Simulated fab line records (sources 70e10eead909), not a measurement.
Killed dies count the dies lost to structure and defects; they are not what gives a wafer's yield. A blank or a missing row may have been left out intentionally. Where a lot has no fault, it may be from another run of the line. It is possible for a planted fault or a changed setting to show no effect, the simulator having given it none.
Matching of chambers ; flow nand_harc ; 4 sister chambers for NHARC_P_ZERO_WELL_DESCUM_54 on rie_diel-07
The step chemistry O2, time 3 s. 8 wafers are shown with their chamber, then 12 later ones without.

## EACH WAFER AND ITS CHAMBER
wafer;chamber;drypump_motor_current_A (A);rf_vpp_V (V)
L087.3;2;6.1;58.2
L087.5;1;5.7;58.3
L089.1;2;6.1;57.1
L089.2;3;5.8;58.5
L089.3;0;4.8;56.7
L092.1;1;5.6;57.4
L092.2;3;5.8;57.6
L092.4;0;4.8;56.7

## WAFERS WITHOUT THEIR CHAMBER
wafer;drypump_motor_current_A (A);rf_vpp_V (V)
L093.3;6.1;58.3
L093.5;4.8;57.4
L093.6;5.8;58.8
L096.1;6.1;58.0
L096.4;5.6;59.3
L096.5;5.6;58.6
L096.2;5.8;57.5
L096.3;4.8;57.7
L096.6;6.0;57.9
L097.1;5.6;58.1
L097.2;4.8;56.0
L097.4;6.1;57.4

## CHAMBER TAKEN BY EACH
wafer;from the rows above;in truth
L093.3;2;2
L093.5;0;0
L093.6;3;3
L096.1;2;2
L096.4;1;1
L096.5;1;1
L096.2;3;3
L096.3;0;0
L096.6;2;2
L097.1;1;1
L097.2;0;0
L097.4;2;2
Correct placement for 12 of the 12. Can't be placed from these rows: 0. Placed wrongly: 0.
How it was worked out, from the rows above alone: a wafer's distance from a chamber is the root of the sum, over the readings, of the square of ((its reading less the chamber's mean) divided by the reading's scatter). If the next closest chamber is less than 2 further off than the closest, the wafer can't be placed; otherwise it belongs to the closest. For every chamber, the mean is computed from those of its wafers that are shown. The scatter is the square root of a quotient: the sum, over the shown wafers, of each reading's squared deviation from its chamber's mean, divided by wafers minus chambers.
